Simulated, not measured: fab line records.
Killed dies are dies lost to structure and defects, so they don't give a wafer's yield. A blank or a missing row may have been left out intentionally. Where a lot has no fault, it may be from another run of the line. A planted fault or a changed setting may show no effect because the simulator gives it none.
fab line records :: flow n5_finfet :: part 2 of 2: steps 20 to 29 of 29
record:
  lots: 5
  wafers: 15
  last_day: 17
route steps=1938 shown FIN_CUT@171 STI_FIN_REVEAL@183
lots untouched by any fault: they come from a run of this same line in which no faults occurred
start_h: hours from the record's first day to the start of the lot's first wafer shown :: wait_h: hours elapsed since this lot's preceding step :: " repeats the value in the row above :: L1.1+2: a row that stands for several wafers :: - no value, or no start given :: * or withheld: withheld :: < > ~ a bound
route shown NAME@n: names a module that has steps shown in the file, with the first one's number in the route :: usual: mean/standard deviation taken from wafers without a fault :: same: alike in all rows :: chamber/n: place in a boat :: sites: per-site readings :: _std_site: the standard deviation of these :: _edge_site: outer sites' mean less inner sites' :: radius_mm: for every site, how far away it sits from the centre of the wafer :: mask NAME#n: copy n :: behind: the tool/chamber that last shaped the wafer :: hold: why the lot went on hold/how many hours it stayed there/how the hold came to an end :: device: transistor that didn't switch, given as n, p or np :: end of line: the tests these same wafers got at the end of their route :: a step with no rows: only its recipe :: killed: not the wafer's yield, but the dies lost to structure and defects at the first sort :: map: shows each die of a wafer: x if killed, . if not, _ if none is there
set.NAME: the setting that was run; set.NAME@STEP: the one run at that earlier step :: model.NAME: the simulator's own value behind a step, which no gauge read
certain route steps with their lots: each step a table, each wafer a row
services: the hour from which a tool's chamber was out of use, counted from the record's first day as start_h (under 0 if before that day), plus the number of hours and why
== steps ==
step: N5_STI_FIN_REVEAL_ETCHBACK_08
recipe:
  chemistry: C4F6/O2
  target: SiO2
  target_depth_a: 305
  time_s: 10.167
  ion_energy_ev: 250
  pressure_mtorr: 30
  source_w: 345
  bias_w: 185
  Ar_flow_sccm: 300
  C4F6_flow_sccm: 10
  O2_flow_sccm: 10
usual:
  C4F6_flow_sccm: 10.00/0.03
  drypump_motor_current_A: 5.6/0.47
  oes_product_au: 0.77/0.073
  rf_vpp_V: 672/17
  showerhead_plenum_p_Torr: 2.86/0.11
  throttle_valve_pct: 21.18/0.27
lot.wafer: L075.3
tool: rie_diel-06
chamber: 0
start_h: 41.68
wait_h: 0.5
C4F6_flow_sccm: 10.02
drypump_motor_current_A: 5.8
oes_product_au: 0.68
rf_hours_counter_h: 242
rf_vpp_V: 632
showerhead_plenum_p_Torr: 2.70
throttle_valve_pct: 21.58

lot.wafer: L075.4
tool: rie_diel-06
chamber: 2
start_h: 41.68
wait_h: 0.5
C4F6_flow_sccm: 10.03
drypump_motor_current_A: 5.0
oes_product_au: 0.72
rf_hours_counter_h: 189
rf_vpp_V: 679
showerhead_plenum_p_Torr: 2.81
throttle_valve_pct: 20.66

lot.wafer: L075.6
tool: rie_diel-06
chamber: 3
start_h: 41.68
wait_h: 0.5
C4F6_flow_sccm: 9.98
drypump_motor_current_A: 6.0
oes_product_au: 0.84
rf_hours_counter_h: -
rf_vpp_V: 658
showerhead_plenum_p_Torr: 3.00
throttle_valve_pct: 21.18

lot.wafer: L083.1
tool: rie_diel-04
chamber: 0
start_h: 87.78
wait_h: 0.2
C4F6_flow_sccm: 9.97
drypump_motor_current_A: 4.8
oes_product_au: 0.86
rf_hours_counter_h: 44
rf_vpp_V: 697
showerhead_plenum_p_Torr: 2.90
throttle_valve_pct: 20.93

lot.wafer: L083.2
tool: rie_diel-04
chamber: 1
start_h: 87.78
wait_h: 0.2
C4F6_flow_sccm: 9.96
drypump_motor_current_A: 5.9
oes_product_au: 0.76
rf_hours_counter_h: 145
rf_vpp_V: 693
showerhead_plenum_p_Torr: 2.95
throttle_valve_pct: 20.82

lot.wafer: L083.4
tool: rie_diel-04
chamber: 2
start_h: 87.78
wait_h: 0.2
C4F6_flow_sccm: 9.93
drypump_motor_current_A: 5.8
oes_product_au: 0.85
rf_hours_counter_h: 58
rf_vpp_V: 682
showerhead_plenum_p_Torr: 2.90
throttle_valve_pct: 21.26

lot.wafer: L085.1
tool: rie_diel-05
chamber: 3
start_h: 101.36
wait_h: 0.2
C4F6_flow_sccm: 9.96
drypump_motor_current_A: 5.5
oes_product_au: 0.71
rf_hours_counter_h: 193
rf_vpp_V: 671
showerhead_plenum_p_Torr: 2.91
throttle_valve_pct: 21.30

lot.wafer: L085.2
tool: rie_diel-05
chamber: 1
start_h: 101.36
wait_h: 0.2
C4F6_flow_sccm: 10.03
drypump_motor_current_A: 5.2
oes_product_au: 0.71
rf_hours_counter_h: 219
rf_vpp_V: 691
showerhead_plenum_p_Torr: 2.95
throttle_valve_pct: 21.62

lot.wafer: L085.6
tool: rie_diel-05
chamber: 3
start_h: 101.36
wait_h: 0.2
C4F6_flow_sccm: 9.97
drypump_motor_current_A: 5.6
oes_product_au: 0.72
rf_hours_counter_h: -
rf_vpp_V: 670
showerhead_plenum_p_Torr: 2.91
throttle_valve_pct: 21.33

lot.wafer: L089.4
tool: rie_diel-05
chamber: 1
start_h: 123.69
wait_h: 0.1
C4F6_flow_sccm: 10.03
drypump_motor_current_A: 5.2
oes_product_au: 0.70
rf_hours_counter_h: -
rf_vpp_V: 691
showerhead_plenum_p_Torr: 2.95
throttle_valve_pct: 21.62

lot.wafer: L089.5
tool: rie_diel-05
chamber: 3
start_h: 123.69
wait_h: 0.1
C4F6_flow_sccm: 10.01
drypump_motor_current_A: 5.6
oes_product_au: 0.69
rf_hours_counter_h: -
rf_vpp_V: 670
showerhead_plenum_p_Torr: 2.91
throttle_valve_pct: 21.34

lot.wafer: L089.6
tool: rie_diel-05
chamber: 0
start_h: 123.69
wait_h: 0.1
C4F6_flow_sccm: 9.99
drypump_motor_current_A: 6.4
oes_product_au: 0.74
rf_hours_counter_h: -
rf_vpp_V: 658
showerhead_plenum_p_Torr: 2.74
throttle_valve_pct: 21.13

lot.wafer: L094.1
tool: rie_diel-04
chamber: 3
start_h: 167.89
wait_h: 0.2
C4F6_flow_sccm: 9.96
drypump_motor_current_A: 5.8
oes_product_au: 0.79
rf_hours_counter_h: 149
rf_vpp_V: 663
showerhead_plenum_p_Torr: 2.73
throttle_valve_pct: 21.34

lot.wafer: L094.4
tool: rie_diel-04
chamber: 0
start_h: 167.89
wait_h: 0.2
C4F6_flow_sccm: 9.99
drypump_motor_current_A: 4.8
oes_product_au: 0.84
rf_hours_counter_h: -
rf_vpp_V: 696
showerhead_plenum_p_Torr: 2.88
throttle_valve_pct: 20.97

lot.wafer: L094.5
tool: rie_diel-04
chamber: 1
start_h: 167.89
wait_h: 0.2
C4F6_flow_sccm: 10.02
drypump_motor_current_A: 5.9
oes_product_au: 0.74
rf_hours_counter_h: -
rf_vpp_V: 691
showerhead_plenum_p_Torr: 2.94
throttle_valve_pct: 20.84
step: N5_STI_FIN_REVEAL_STRIP_24
recipe:
  chemistry: N2/H2
  time_s: 90
  power_w: 100
  temp_c: 40
  pressure_mtorr: 100
  rf_frequency_hz: 6e+07
  bias_power_w: 3
  n2_flow_sccm: 300
  h2_flow_sccm: 300
usual:
  drypump_motor_current_A: 5.6/0.47
  oes_product_au: 0.77/0.073
  rf_vpp_V: 45.4/0.8
  showerhead_plenum_p_Torr: 3.39/0.13
  throttle_valve_pct: 12.20/0.21
lot.wafer: L075.3
tool: rie_diel-06
chamber: 0
start_h: 41.72
wait_h: 0.0
drypump_motor_current_A: 5.8
oes_product_au: 0.69
rf_hours_counter_h: 242
rf_vpp_V: 45.3
showerhead_plenum_p_Torr: 3.21
throttle_valve_pct: 12.76

lot.wafer: L075.4
tool: rie_diel-06
chamber: 2
start_h: 41.72
wait_h: 0.0
drypump_motor_current_A: 5.0
oes_product_au: 0.71
rf_hours_counter_h: 189
rf_vpp_V: 46.6
showerhead_plenum_p_Torr: 3.35
throttle_valve_pct: 12.01

lot.wafer: L075.6
tool: rie_diel-06
chamber: 3
start_h: 41.72
wait_h: 0.0
drypump_motor_current_A: 6.0
oes_product_au: 0.84
rf_hours_counter_h: -
rf_vpp_V: 44.2
showerhead_plenum_p_Torr: 3.57
throttle_valve_pct: 12.07

lot.wafer: L083.1
tool: rie_diel-04
chamber: 0
start_h: 87.82
wait_h: 0.0
drypump_motor_current_A: 4.8
oes_product_au: 0.87
rf_hours_counter_h: 44
rf_vpp_V: 45.0
showerhead_plenum_p_Torr: 3.42
throttle_valve_pct: 11.90

lot.wafer: L083.2
tool: rie_diel-04
chamber: 1
start_h: 87.82
wait_h: 0.0
drypump_motor_current_A: 6.0
oes_product_au: 0.75
rf_hours_counter_h: 145
rf_vpp_V: 46.0
showerhead_plenum_p_Torr: 3.50
throttle_valve_pct: 12.02

lot.wafer: L083.4
tool: rie_diel-04
chamber: 2
start_h: 87.82
wait_h: 0.0
drypump_motor_current_A: 5.8
oes_product_au: 0.83
rf_hours_counter_h: 58
rf_vpp_V: 44.6
showerhead_plenum_p_Torr: 3.45
throttle_valve_pct: 12.25

lot.wafer: L085.1
tool: rie_diel-05
chamber: 3
start_h: 101.40
wait_h: 0.0
drypump_motor_current_A: 5.6
oes_product_au: 0.70
rf_hours_counter_h: 193
rf_vpp_V: 46.5
showerhead_plenum_p_Torr: 3.46
throttle_valve_pct: 12.42

lot.wafer: L085.2
tool: rie_diel-05
chamber: 1
start_h: 101.40
wait_h: 0.0
drypump_motor_current_A: 5.2
oes_product_au: 0.71
rf_hours_counter_h: 219
rf_vpp_V: 44.6
showerhead_plenum_p_Torr: 3.46
throttle_valve_pct: 12.45

lot.wafer: L085.6
tool: rie_diel-05
chamber: 3
start_h: 101.40
wait_h: 0.0
drypump_motor_current_A: 5.6
oes_product_au: 0.70
rf_hours_counter_h: -
rf_vpp_V: 46.0
showerhead_plenum_p_Torr: 3.46
throttle_valve_pct: 12.43

lot.wafer: L089.4
tool: rie_diel-05
chamber: 1
start_h: 123.75
wait_h: 0.0
drypump_motor_current_A: 5.2
oes_product_au: 0.70
rf_hours_counter_h: -
rf_vpp_V: 45.4
showerhead_plenum_p_Torr: 3.45
throttle_valve_pct: 12.48

lot.wafer: L089.5
tool: rie_diel-05
chamber: 3
start_h: 123.75
wait_h: 0.0
drypump_motor_current_A: 5.6
oes_product_au: 0.69
rf_hours_counter_h: -
rf_vpp_V: 46.5
showerhead_plenum_p_Torr: 3.46
throttle_valve_pct: 12.45

lot.wafer: L089.6
tool: rie_diel-05
chamber: 0
start_h: 123.75
wait_h: 0.0
drypump_motor_current_A: 6.5
oes_product_au: 0.77
rf_hours_counter_h: -
rf_vpp_V: 45.3
showerhead_plenum_p_Torr: 3.25
throttle_valve_pct: 12.15

lot.wafer: L094.1
tool: rie_diel-04
chamber: 3
start_h: 167.93
wait_h: 0.0
drypump_motor_current_A: 5.8
oes_product_au: 0.77
rf_hours_counter_h: 149
rf_vpp_V: 44.6
showerhead_plenum_p_Torr: 3.23
throttle_valve_pct: 12.26

lot.wafer: L094.4
tool: rie_diel-04
chamber: 0
start_h: 167.93
wait_h: 0.0
drypump_motor_current_A: 4.8
oes_product_au: 0.84
rf_hours_counter_h: -
rf_vpp_V: 46.3
showerhead_plenum_p_Torr: 3.40
throttle_valve_pct: 11.97

lot.wafer: L094.5
tool: rie_diel-04
chamber: 1
start_h: 167.93
wait_h: 0.0
drypump_motor_current_A: 5.9
oes_product_au: 0.73
rf_hours_counter_h: -
rf_vpp_V: 44.8
showerhead_plenum_p_Torr: 3.49
throttle_valve_pct: 12.08
step: N5_STI_FIN_REVEAL_PRECLEAN_25
recipe:
  chemistry: SPM
  time_s: 90
  temp_c: 120
  mix: 4:1
lot.wafer: L075.3+4+6
tool: wet_bench-03
chamber: 4,7,2
start_h: 41.84
wait_h: 0.1

lot.wafer: L083.1+2+4
tool: wet_bench-02
chamber: 7,4,5
start_h: 87.94
wait_h: 0.1

lot.wafer: L085.1+2+6
tool: wet_bench-03
chamber: 6,1,7
start_h: 101.52
wait_h: 0.1

lot.wafer: L089.4+5+6
tool: wet_bench-02
chamber: 3,4,5
start_h: 123.83
wait_h: 0.0

lot.wafer: L094.1+4+5
tool: wet_bench-01
chamber: 7,0,3
start_h: 168.05
wait_h: 0.1
step: N5_STI_FIN_REVEAL_PRECLEAN_26
recipe:
  chemistry: SC1
  time_s: 45
  temp_c: 46
  mix: 1:2:100
lot.wafer: L075.3+4+6
tool: wet_bench-03
chamber: 4,7,2
start_h: 41.87
wait_h: 0.0

lot.wafer: L083.1+2+4
tool: wet_bench-02
chamber: 7,4,5
start_h: 87.97
wait_h: 0.0

lot.wafer: L085.1+2+6
tool: wet_bench-03
chamber: 6,1,7
start_h: 101.55
wait_h: 0.0

lot.wafer: L089.4+5+6
tool: wet_bench-02
chamber: 3,4,5
start_h: 123.86
wait_h: 0.0

lot.wafer: L094.1+4+5
tool: wet_bench-01
chamber: 7,0,3
start_h: 168.08
wait_h: 0.0
step: N5_STI_FIN_REVEAL_PRECLEAN_29
recipe:
  chemistry: DHF
  time_s: 30
  temp_c: 25
  dilution: 300:1
lot.wafer: L075.3+4+6
tool: wet_bench-03
chamber: 4,7,2
start_h: 41.88
wait_h: 0.0

lot.wafer: L083.1+2+4
tool: wet_bench-02
chamber: 7,4,5
start_h: 87.98
wait_h: 0.0

lot.wafer: L085.1+2+6
tool: wet_bench-03
chamber: 6,1,7
start_h: 101.56
wait_h: 0.0

lot.wafer: L089.4+5+6
tool: wet_bench-02
chamber: 3,4,5
start_h: 123.87
wait_h: 0.0

lot.wafer: L094.1+4+5
tool: wet_bench-01
chamber: 7,0,3
start_h: 168.09
wait_h: 0.0
step: N5_STI_FIN_REVEAL_SRD_12
recipe:
  time_s: 30
  temp_c: 23
  rinse_liquid: diw
  dry: ipa_marangoni
lot.wafer: L075.3+4+6
tool: wet_bench-03
chamber: 4,7,2
start_h: 41.89
wait_h: 0.0

lot.wafer: L083.1+2+4
tool: wet_bench-02
chamber: 7,4,5
start_h: 87.99
wait_h: 0.0

lot.wafer: L085.1+2+6
tool: wet_bench-03
chamber: 6,1,7
start_h: 101.57
wait_h: 0.0

lot.wafer: L089.4+5+6
tool: wet_bench-02
chamber: 3,4,5
start_h: 123.88
wait_h: 0.0

lot.wafer: L094.1+4+5
tool: wet_bench-01
chamber: 7,0,3
start_h: 168.10
wait_h: 0.0
step: N5_STI_FIN_REVEAL_RECESS_09
recipe:
  chemistry: HF/NH3
  target: SiO2
  afs_cycles: 11
  target_depth_a: 425
  temp_c: 30
  sublimation_temp_c: 180
  sublimation_time_s: 60
usual:
  drypump_motor_current_A: 5.07/0.29
lot.wafer: L075.3
tool: vapor_etch-01
chamber: 0
start_h: 42.46
wait_h: 0.6
drypump_motor_current_A: 5.08

lot.wafer: L075.4
tool: vapor_etch-01
chamber: 1
start_h: 42.46
wait_h: 0.6
drypump_motor_current_A: 4.80

lot.wafer: L075.6
tool: vapor_etch-01
chamber: 0
start_h: 42.46
wait_h: 0.6
drypump_motor_current_A: 5.08

lot.wafer: L083.1
tool: vapor_etch-02
chamber: 1
start_h: 88.04
wait_h: 0.0
drypump_motor_current_A: 5.50

lot.wafer: L083.2
tool: vapor_etch-02
chamber: 0
start_h: 88.04
wait_h: 0.0
drypump_motor_current_A: 4.84

lot.wafer: L083.4
tool: vapor_etch-02
chamber: 0
start_h: 88.04
wait_h: 0.0
drypump_motor_current_A: 4.84

lot.wafer: L085.1
tool: vapor_etch-02
chamber: 1
start_h: 101.62
wait_h: 0.0
drypump_motor_current_A: 5.53

lot.wafer: L085.2
tool: vapor_etch-02
chamber: 0
start_h: 101.62
wait_h: 0.0
drypump_motor_current_A: 4.84

lot.wafer: L085.6
tool: vapor_etch-02
chamber: 1
start_h: 102.68
wait_h: 1.1
drypump_motor_current_A: 5.52

lot.wafer: L089.4
tool: vapor_etch-02
chamber: 1
start_h: 124.46
wait_h: 0.6
drypump_motor_current_A: 5.48

lot.wafer: L089.5
tool: vapor_etch-02
chamber: 1
start_h: 124.46
wait_h: 0.6
drypump_motor_current_A: 5.49

lot.wafer: L089.6
tool: vapor_etch-02
chamber: 0
start_h: 124.46
wait_h: 0.6
drypump_motor_current_A: 4.84

lot.wafer: L094.1
tool: vapor_etch-01
chamber: 1
start_h: 168.17
wait_h: 0.1
drypump_motor_current_A: 4.82

lot.wafer: L094.4
tool: vapor_etch-01
chamber: 0
start_h: 168.17
wait_h: 0.1
drypump_motor_current_A: 5.08

lot.wafer: L094.5
tool: vapor_etch-01
chamber: 0
start_h: 168.17
wait_h: 0.1
drypump_motor_current_A: 5.08
step: N5_STI_FIN_REVEAL_STRIP_16
recipe:
  chemistry: H3PO4
  material: SiNx
  temp_c: 165
  target_depth_a: 238
  overetch_fraction: 0.4964
  dry: ipa_marangoni
lot.wafer: L075.3+4+6
tool: wet_bench-03
chamber: 3,5,7
start_h: 43.56
wait_h: 0.6

lot.wafer: L083.1+2+4
tool: wet_bench-03
chamber: 6,5,7
start_h: 89.66
wait_h: 1.1

lot.wafer: L085.1+2+6
tool: wet_bench-03
chamber: 0,5,3
start_h: 103.24
wait_h: 1.1

lot.wafer: L089.4+5+6
tool: wet_bench-02
chamber: 2,1,3
start_h: 125.54
wait_h: 0.6

lot.wafer: L094.1+4+5
tool: wet_bench-01
chamber: 5,7,2
start_h: 169.78
wait_h: 1.1
step: N5_STI_FIN_REVEAL_PRECLEAN_17
recipe:
  chemistry: NF3:NH3
  afs_cycles: 1
  temp_c: 30
  time_s: 20
  sublimation_temp_c: 180
  sublimation_time_s: 60
  pressure_torr: 3
  rf_power_w: 30
usual:
  pressure_torr: 3.001/0.0053
lot.wafer: L075.3
tool: remote_plasma-02
chamber: 0
start_h: 43.89
wait_h: 0.1
pressure_torr: 3.004

lot.wafer: L075.4
tool: remote_plasma-02
chamber: 0
start_h: 43.89
wait_h: 0.1
pressure_torr: 3.003

lot.wafer: L075.6
tool: remote_plasma-02
chamber: 0
start_h: 43.89
wait_h: 0.1
pressure_torr: 2.999

lot.wafer: L083.1
tool: remote_plasma-01
chamber: 0
start_h: 89.93
wait_h: 0.0
pressure_torr: 2.998

lot.wafer: L083.2
tool: remote_plasma-01
chamber: 0
start_h: 89.93
wait_h: 0.0
pressure_torr: 2.997

lot.wafer: L083.4
tool: remote_plasma-01
chamber: 0
start_h: 89.93
wait_h: 0.0
pressure_torr: 3.003

lot.wafer: L085.1
tool: remote_plasma-02
chamber: 1
start_h: 103.51
wait_h: 0.0
pressure_torr: 2.993

lot.wafer: L085.2
tool: remote_plasma-02
chamber: 1
start_h: 103.51
wait_h: 0.0
pressure_torr: 2.999

lot.wafer: L085.6
tool: remote_plasma-02
chamber: 1
start_h: 103.51
wait_h: 0.0
pressure_torr: 2.995

lot.wafer: L089.4
tool: remote_plasma-01
chamber: 1
start_h: 125.93
wait_h: 0.1
pressure_torr: 3.003

lot.wafer: L089.5
tool: remote_plasma-01
chamber: 1
start_h: 125.93
wait_h: 0.1
pressure_torr: 2.992

lot.wafer: L089.6
tool: remote_plasma-01
chamber: 1
start_h: 125.93
wait_h: 0.1
pressure_torr: 3.007

lot.wafer: L094.1
tool: remote_plasma-01
chamber: 1
start_h: 170.05
wait_h: 0.0
pressure_torr: 3.011

lot.wafer: L094.4
tool: remote_plasma-01
chamber: 1
start_h: 170.05
wait_h: 0.0
pressure_torr: 3.004

lot.wafer: L094.5
tool: remote_plasma-01
chamber: 1
start_h: 170.05
wait_h: 0.0
pressure_torr: 3.007
step: N5_STI_FIN_REVEAL_ETCH_34
recipe:
  chemistry: H2
  mode: isotropic
  material: Si
  target: Si
  target_depth_a: 9.7
  temp_c: 20
  pressure_mtorr: 4.5
  icp_w: 300
  bias_w: 0
  h2_flow_sccm: 7.5
  he_flow_sccm: 142.5
usual:
  drypump_motor_current_A: 6.1/0.4
  oes_product_au: 1.000/0.016
  throttle_valve_pct: 25.8/0.43
lot.wafer: L075.3
tool: rie_si-01
chamber: 0
start_h: 44.03
wait_h: 0.1
drypump_motor_current_A: 5.5
oes_product_au: 1.011
rf_hours_counter_h: 29
throttle_valve_pct: 25.9

lot.wafer: L075.4
tool: rie_si-01
chamber: 3
start_h: 44.03
wait_h: 0.1
drypump_motor_current_A: 6.1
oes_product_au: 0.977
rf_hours_counter_h: 169
throttle_valve_pct: 26.1

lot.wafer: L075.6
tool: rie_si-01
chamber: 3
start_h: 44.03
wait_h: 0.1
drypump_motor_current_A: 6.1
oes_product_au: 0.981
rf_hours_counter_h: -
throttle_valve_pct: 26.1

lot.wafer: L083.1
tool: rie_si-01
chamber: 3
start_h: 90.14
wait_h: 0.2
drypump_motor_current_A: 6.1
oes_product_au: 0.976
rf_hours_counter_h: 169
throttle_valve_pct: 26.1

lot.wafer: L083.2
tool: rie_si-01
chamber: 0
start_h: 90.14
wait_h: 0.2
drypump_motor_current_A: 5.5
oes_product_au: 1.014
rf_hours_counter_h: 30
throttle_valve_pct: 25.9

lot.wafer: L083.4
tool: rie_si-01
chamber: 1
start_h: 90.14
wait_h: 0.2
drypump_motor_current_A: 5.8
oes_product_au: 0.980
rf_hours_counter_h: 26
throttle_valve_pct: 25.8

lot.wafer: L085.1
tool: rie_si-05
chamber: 1
start_h: 103.71
wait_h: 0.2
drypump_motor_current_A: 5.7
oes_product_au: 1.017
rf_hours_counter_h: 59
throttle_valve_pct: 25.8

lot.wafer: L085.2
tool: rie_si-05
chamber: 2
start_h: 103.71
wait_h: 0.2
drypump_motor_current_A: 6.5
oes_product_au: 0.987
rf_hours_counter_h: 109
throttle_valve_pct: 25.2

lot.wafer: L085.6
tool: rie_si-05
chamber: 0
start_h: 103.71
wait_h: 0.2
drypump_motor_current_A: 6.6
oes_product_au: 0.984
rf_hours_counter_h: -
throttle_valve_pct: 26.6

lot.wafer: L089.4
tool: rie_si-05
chamber: 1
start_h: 126.06
wait_h: 0.1
drypump_motor_current_A: 5.7
oes_product_au: 1.027
rf_hours_counter_h: -
throttle_valve_pct: 25.8

lot.wafer: L089.5
tool: rie_si-05
chamber: 2
start_h: 126.06
wait_h: 0.1
drypump_motor_current_A: 6.5
oes_product_au: 1.007
rf_hours_counter_h: -
throttle_valve_pct: 25.2

lot.wafer: L089.6
tool: rie_si-05
chamber: 0
start_h: 126.06
wait_h: 0.1
drypump_motor_current_A: 6.7
oes_product_au: 0.989
rf_hours_counter_h: -
throttle_valve_pct: 26.6

lot.wafer: L094.1
tool: rie_si-05
chamber: 3
start_h: 170.26
wait_h: 0.2
drypump_motor_current_A: 6.5
oes_product_au: 0.992
rf_hours_counter_h: 1
throttle_valve_pct: 26.2

lot.wafer: L094.4
tool: rie_si-05
chamber: 0
start_h: 170.26
wait_h: 0.2
drypump_motor_current_A: 6.7
oes_product_au: 0.987
rf_hours_counter_h: -
throttle_valve_pct: 26.6

lot.wafer: L094.5
tool: rie_si-05
chamber: 3
start_h: 170.26
wait_h: 0.2
drypump_motor_current_A: 6.5
oes_product_au: 0.985
rf_hours_counter_h: -
throttle_valve_pct: 26.2
== services ==
tool: ald_sin-04
chamber: 0
start_h: 10.50
hours: 18.4
kind: repair

tool: rie_diel-01
chamber: 0
start_h: 13.24
hours: 2.6
kind: repair

tool: wet_bench-01
chamber: -
start_h: 19.80
hours: 0.9
kind: repair

tool: rie_diel-02
chamber: -
start_h: 28.76
hours: 0.9
kind: repair

tool: cmp-04
chamber: -
start_h: 37.84
hours: 1.9
kind: repair

tool: cmp-01
chamber: -
start_h: 38.25
hours: 1.0
kind: repair

tool: rie_diel-05
chamber: -
start_h: 38.45
hours: 3.1
kind: repair

tool: rie_si-06
chamber: 1
start_h: 45.35
hours: 4.5
kind: repair

tool: rie_diel-04
chamber: 1
start_h: 47.31
hours: 3.7
kind: repair

tool: rie_diel-03
chamber: 1
start_h: 55.48
hours: 3.0
kind: repair

tool: rie_diel-04
chamber: 1
start_h: 72.66
hours: 7.5
kind: repair

tool: rie_diel-01
chamber: 1
start_h: 74.60
hours: 31.8
kind: repair

tool: wet_bench-05
chamber: -
start_h: 87.01
hours: 1.6
kind: repair

tool: rie_diel-05
chamber: 2
start_h: 89.97
hours: 4.8
kind: repair

tool: rie_diel-04
chamber: 1
start_h: 106.99
hours: 5.1
kind: repair

tool: ald_sin-04
chamber: -
start_h: 111.52
hours: 0.6
kind: repair

tool: ald_sin-04
chamber: 1
start_h: 117.69
hours: 4.4
kind: repair

tool: rie_si-05
chamber: 2
start_h: 118.13
hours: 4.7
kind: repair

tool: fcvd-02
chamber: -
start_h: 130.26
hours: 53.1
kind: repair

tool: wet_bench-04
chamber: -
start_h: 133.41
hours: 0.7
kind: repair

tool: rie_diel-05
chamber: 0
start_h: 147.50
hours: 7.9
kind: repair

tool: rie_si-06
chamber: 3
start_h: 148.72
hours: 5.3
kind: repair

tool: rie_diel-04
chamber: 2
start_h: 158.73
hours: 9.8
kind: repair

tool: rie_si-05
chamber: 1
start_h: 166.62
hours: 10.4
kind: repair
